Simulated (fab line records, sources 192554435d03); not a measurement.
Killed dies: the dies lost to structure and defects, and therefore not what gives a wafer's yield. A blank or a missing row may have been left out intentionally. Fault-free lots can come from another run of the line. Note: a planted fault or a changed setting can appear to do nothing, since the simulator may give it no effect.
fab line records    flow n5_finfet    part 2 of 2: steps 22 to 27 of 27
record: lots: 5  wafers: 15  last_day: 18
route steps=1938 shown BEOL_M6@1210
lots with no fault: from the same line, run without faults
start_h: the number of hours between the record's first day and the start of the first shown wafer of the lot    wait_h: hours from the lot's prior step to this one    " same as the row above    L1.1+2: several wafers, shown together as one row    - either no value or no given start    * or withheld: withheld    < > ~ a bound
route shown NAME@n: NAME is a module with steps in the file, n the number in the route of the first one    usual: mean and standard deviation over wafers with no fault    same: alike in all rows    chamber/n: place in a boat    sites: per-site readings    _std_site: the standard deviation of these    _edge_site: mean of outer sites minus mean of inner sites    radius_mm: how far each site lies from the wafer's centre    mask NAME#n: copy n    behind: the tool/chamber that last shaped the wafer    hold: reason for holding the lot/hours on hold/outcome of the hold    device: transistor that didn't switch, given as n, p or np    end of line: at the end of the route, the tests of the same wafers    a step given without rows: its recipe and nothing more    killed: count of dies lost to structure and defects at first sort (not the wafer's yield)    map: the dies of a wafer, with x for killed, . for not killed, _ for no die there
set.NAME: the setting that was run; set.NAME@STEP: the one run at that earlier step    model.NAME: the simulator's own value behind a step, which no gauge read
lots seen at some steps along the route; tables by step, rows by wafer
services: the hour from which a tool's chamber was out of use, counted from the record's first day as start_h (under 0 if before that day), plus the number of hours and why
== steps ==
step: N5_BEOL_M6_ETCH_72
recipe: chemistry: N2/H2  target: underlayer  target_depth_a: 65  mask_material: CAR-EUV  time_s: 5.2  ion_energy_ev: 200  pressure_mtorr: 30  source_w: 840  bias_w: 150  n2_flow_sccm: 200  h2_flow_sccm: 200  ends: cleared
usual: drypump_motor_current_A: 5.5/0.5  etch_rf_on_time_s: 5.19/0.14  oes_product_au: 0.66/0.051  rf_fwd_power_W: 819.6/2.4  rf_vpp_V: 525.0/2.4  showerhead_plenum_p_Torr: 2.59/0.072  throttle_valve_pct: 17.96/0.1
lot.wafer  tool         chamber  start_h  wait_h  drypump_motor_current_A  etch_rf_on_time_s  oes_product_au  rf_fwd_power_W  rf_hours_counter_h  rf_vpp_V  showerhead_plenum_p_Torr  throttle_valve_pct
L077.2     rie_diel-03  0        209.95   0.0     5.7                      5.08               0.64            817.7           154                 524.9     2.66                      17.99
L077.4     "            2        "        "       5.3                      5.22               0.65            818.2           130                 523.3     2.54                      18.10
L077.5     "            2        "        "       5.3                      5.24               0.65            819.3           -                   522.6     2.54                      18.09
L083.3     rie_diel-01  3        256.83   0.0     5.3                      5.16               0.60            819.2           210                 526.7     2.62                      17.90
L083.5     "            2        "        "       5.0                      5.16               0.62            818.0           -                   526.8     2.60                      18.02
L083.6     "            1        "        "       5.2                      5.14               0.71            821.3           -                   522.9     2.58                      17.81
L088.1     rie_diel-01  2        299.09   0.0     4.9                      5.17               0.60            821.5           218                 524.2     2.60                      18.05
L088.4     "            3        "        "       5.4                      5.16               0.59            814.0           227                 528.5     2.61                      17.93
L088.6     "            2        "        "       5.0                      5.15               0.60            819.0           -                   523.2     2.60                      18.04
L091.1     rie_diel-01  0        306.18   0.0     6.4                      5.33               0.64            819.0           136                 525.5     2.57                      17.88
L091.2     "            2        "        "       4.9                      5.15               0.60            820.3           221                 527.5     2.60                      18.05
L091.4     "            1        "        "       5.2                      5.21               0.69            823.7           89                  525.1     2.57                      17.85
L096.1     rie_diel-03  3        345.26   0.0     6.3                      4.93               0.78            817.8           41                  528.7     2.71                      17.86
L096.5     "            0        "        "       5.7                      5.03               0.61            818.2           -                   526.0     2.64                      18.08
L096.6     "            2        "        "       5.3                      5.31               0.62            819.1           -                   522.4     2.52                      18.15
step: N5_BEOL_M6_ETCH_65
recipe: chemistry: CF4  target: SiARC  target_depth_a: 156  mask_material: CAR-EUV  time_s: 26  ion_energy_ev: 80  pressure_mtorr: 40  source_w: 545  bias_w: 36  Ar_flow_sccm: 100  cf4_flow_sccm: 100  ends: cleared
usual: drypump_motor_current_A: 5.5/0.5  etch_rf_on_time_s: 26.0/0.67  oes_product_au: 0.66/0.052  rf_fwd_power_W: 534.5/2.8  rf_vpp_V: 184.5/1.1  showerhead_plenum_p_Torr: 2.18/0.06  throttle_valve_pct: 15.70/0.18
lot.wafer  tool         chamber  start_h  wait_h  drypump_motor_current_A  etch_rf_on_time_s  oes_product_au  rf_fwd_power_W  rf_hours_counter_h  rf_vpp_V  showerhead_plenum_p_Torr  throttle_valve_pct
L077.2     rie_diel-03  0        209.97   0.0     5.7                      25.2               0.64            536.4           154                 183.9     2.22                      15.63
L077.4     "            2        "        "       5.3                      26.3               0.65            534.1           130                 182.3     2.16                      15.94
L077.5     "            2        "        "       5.3                      26.3               0.65            535.0           -                   184.8     2.16                      15.95
L083.3     rie_diel-01  3        256.85   0.0     5.3                      26.1               0.59            528.5           210                 185.4     2.22                      15.73
L083.5     "            2        "        "       5.0                      25.9               0.61            534.3           -                   184.4     2.21                      15.94
L083.6     "            1        "        "       5.3                      25.8               0.71            534.6           -                   186.2     2.15                      15.50
L088.1     rie_diel-01  2        299.11   0.0     4.9                      25.9               0.59            532.9           218                 182.9     2.20                      15.97
L088.4     "            3        "        "       5.4                      26.0               0.59            531.7           227                 184.1     2.21                      15.77
L088.6     "            2        "        "       4.9                      25.9               0.60            537.6           -                   184.9     2.20                      15.97
L091.1     rie_diel-01  0        306.20   0.0     6.4                      26.8               0.65            534.7           136                 184.5     2.14                      15.48
L091.2     "            2        "        "       5.0                      26.0               0.60            536.3           222                 184.1     2.20                      15.98
L091.4     "            1        "        "       5.3                      26.0               0.69            538.2           89                  183.7     2.15                      15.54
L096.1     rie_diel-03  3        345.27   0.0     6.3                      25.0               0.78            532.1           41                  185.7     2.28                      15.63
L096.5     "            0        "        "       5.7                      25.3               0.61            537.3           -                   185.9     2.20                      15.72
L096.6     "            2        "        "       5.3                      26.7               0.60            530.3           -                   184.9     2.14                      16.04
step: N5_BEOL_M6_ETCH_66
recipe: chemistry: N2/H2  target: SOC  target_depth_a: 800  overetch_a: 160  mask_material: SiARC  temp_c: 40  time_s: 120  ion_energy_ev: 200  pressure_mtorr: 30  source_w: 840  bias_w: 150  n2_flow_sccm: 200  h2_flow_sccm: 200
usual: drypump_motor_current_A: 5.5/0.5  oes_product_au: 0.59/0.042  rf_fwd_power_W: 836/3.1  rf_vpp_V: 525.1/2.1  showerhead_plenum_p_Torr: 2.59/0.072  throttle_valve_pct: 17.92/0.099
lot.wafer  tool         chamber  start_h  wait_h  drypump_motor_current_A  oes_product_au  rf_fwd_power_W  rf_hours_counter_h  rf_vpp_V  showerhead_plenum_p_Torr  throttle_valve_pct
L077.2     rie_diel-03  0        210.00   0.0     5.7                      0.57            836             154                 527.9     2.66                      17.94
L077.4     "            2        "        "       5.3                      0.58            836             130                 525.5     2.54                      18.04
L077.5     "            2        "        "       5.3                      0.58            837             -                   525.0     2.54                      18.04
L083.3     rie_diel-01  3        256.88   0.0     5.3                      0.54            828             210                 526.2     2.62                      17.87
L083.5     "            2        "        "       5.0                      0.55            839             -                   524.2     2.60                      17.97
L083.6     "            1        "        "       5.3                      0.64            837             -                   525.3     2.58                      17.76
L088.1     rie_diel-01  2        299.14   0.0     5.0                      0.55            841             218                 527.3     2.60                      18.00
L088.4     "            3        "        "       5.3                      0.53            830             227                 525.3     2.61                      17.88
L088.6     "            2        "        "       5.0                      0.54            842             -                   526.3     2.60                      18.00
L091.1     rie_diel-01  0        306.23   0.0     6.4                      0.59            834             136                 525.0     2.57                      17.84
L091.2     "            2        "        "       5.0                      0.54            837             222                 525.2     2.60                      18.00
L091.4     "            1        "        "       5.2                      0.62            840             89                  526.1     2.57                      17.79
L096.1     rie_diel-03  3        345.30   0.0     6.3                      0.68            835             41                  528.0     2.71                      17.82
L096.5     "            0        "        "       5.7                      0.54            839             -                   526.1     2.64                      18.04
L096.6     "            2        "        "       5.3                      0.55            836             -                   524.2     2.52                      18.13
step: N5_BEOL_M6_STRIP_69
recipe: chemistry: N2/H2  temp_c: 40  n2_flow_sccm: 200  h2_flow_sccm: 200  rf_frequency_hz: 6e+07
lot.wafer   tool         chamber  start_h  wait_h
L077.2+4+5  rie_diel-03  0,2,2    210.08   0.0
L083.3+5+6  rie_diel-01  3,2,1    256.96   0.0
L088.1+4+6  rie_diel-01  2,3,2    299.22   0.0
L091.1+2+4  rie_diel-01  0,2,1    306.31   0.0
L096.1+5+6  rie_diel-03  3,0,2    345.38   0.0
step: N5_BEOL_M6_STRIP_73
recipe: chemistry: N2/H2  temp_c: 40  n2_flow_sccm: 200  h2_flow_sccm: 200  rf_frequency_hz: 6e+07
lot.wafer   tool         chamber  start_h  wait_h
L077.2+4+5  rie_diel-03  0,2,2    210.09   0.0
L083.3+5+6  rie_diel-01  3,2,1    256.97   0.0
L088.1+4+6  rie_diel-01  2,3,2    299.23   0.0
L091.1+2+4  rie_diel-01  0,2,1    306.32   0.0
L096.1+5+6  rie_diel-03  3,0,2    345.39   0.0
step: N5_BEOL_M6_VIA_ETCH_34
recipe: chemistry: C4F6/O2  target: SiCOH_lowk  target_depth_a: 1263  mask_material: SOC  taper_deg: 4  time_s: 50.9  ion_energy_ev: 250  pressure_mtorr: 30  source_w: 345  bias_w: 185  Ar_flow_sccm: 300  C4F6_flow_sccm: 10  O2_flow_sccm: 10
usual: drypump_motor_current_A: 5.5/0.5  oes_product_au: 0.77/0.06  rf_fwd_power_W: 342.3/1.6  rf_vpp_V: 669/13  showerhead_plenum_p_Torr: 2.90/0.079  throttle_valve_pct: 21.02/0.17
lot.wafer  tool         chamber  start_h  wait_h  drypump_motor_current_A  oes_product_au  rf_fwd_power_W  rf_hours_counter_h  rf_vpp_V  showerhead_plenum_p_Torr  throttle_valve_pct
L077.2     rie_diel-03  0        210.10   0.0     5.7                      0.75            342.5           154                 666       2.94                      20.86
L077.4     "            2        "        "       5.3                      0.76            344.0           130                 686       2.88                      21.37
L077.5     "            2        "        "       5.3                      0.76            342.0           -                   686       2.88                      21.36
L083.3     rie_diel-01  3        256.98   0.0     5.3                      0.70            338.6           210                 682       2.94                      20.98
L083.5     "            2        "        "       4.9                      0.71            343.8           -                   672       2.93                      21.17
L083.6     "            1        "        "       5.2                      0.84            342.9           -                   673       2.88                      20.90
L088.1     rie_diel-01  2        299.24   0.0     5.0                      0.70            344.8           218                 672       2.93                      21.20
L088.4     "            3        "        "       5.4                      0.69            341.0           227                 681       2.94                      20.99
L088.6     "            2        "        "       4.9                      0.70            343.1           -                   671       2.93                      21.21
L091.1     rie_diel-01  0        306.33   0.0     6.4                      0.76            342.5           136                 675       2.85                      20.76
L091.2     "            2        "        "       5.0                      0.70            343.6           222                 672       2.93                      21.21
L091.4     "            1        "        "       5.2                      0.80            343.0           89                  671       2.88                      20.91
L096.1     rie_diel-03  3        345.40   0.0     6.3                      0.91            342.6           41                  649       3.05                      21.06
L096.5     "            0        "        "       5.7                      0.72            344.7           -                   663       2.92                      20.92
L096.6     "            2        "        "       5.3                      0.72            343.5           -                   686       2.85                      21.43
== services ==
tool            chamber  start_h  hours  kind
euv_scanner-01  -        184.66   5.8    pm
euv_scanner-02  -        199.89   0.5    repair
euv_scanner-02  -        203.48   1.0    pm
rie_diel-03     3        216.77   -      clean
rie_diel-03     3        216.77   -      consumable_replace:focus_ring
rie_diel-03     3        216.77   -      consumable_replace:showerhead
rie_diel-03     3        216.77   18.6   scheduled_down
euv_scanner-02  -        226.00   27.4   repair
rie_diel-01     0        228.17   6.0    repair
rie_diel-01     -        238.12   15.6   pm
euv_scanner-01  -        247.85   1.0    pm
euv_scanner-01  -        253.37   4.6    pm
euv_scanner-02  -        257.97   4.6    pm
rie_diel-01     1        263.76   3.0    repair
rie_diel-05     1        270.84   14.1   repair
euv_scanner-01  -        289.97   1.0    pm
rie_metal-01    -        293.33   0.5    repair
euv_scanner-02  -        315.78   1.0    pm
rie_metal-02    1        320.48   2.3    repair
rie_diel-01     -        322.39   0.2    repair
rie_metal-02    -        325.32   0.7    repair
euv_scanner-01  -        325.34   1.6    repair
rie_diel-03     1        336.08   13.1   repair
rie_metal-01    0        342.64   13.4   repair
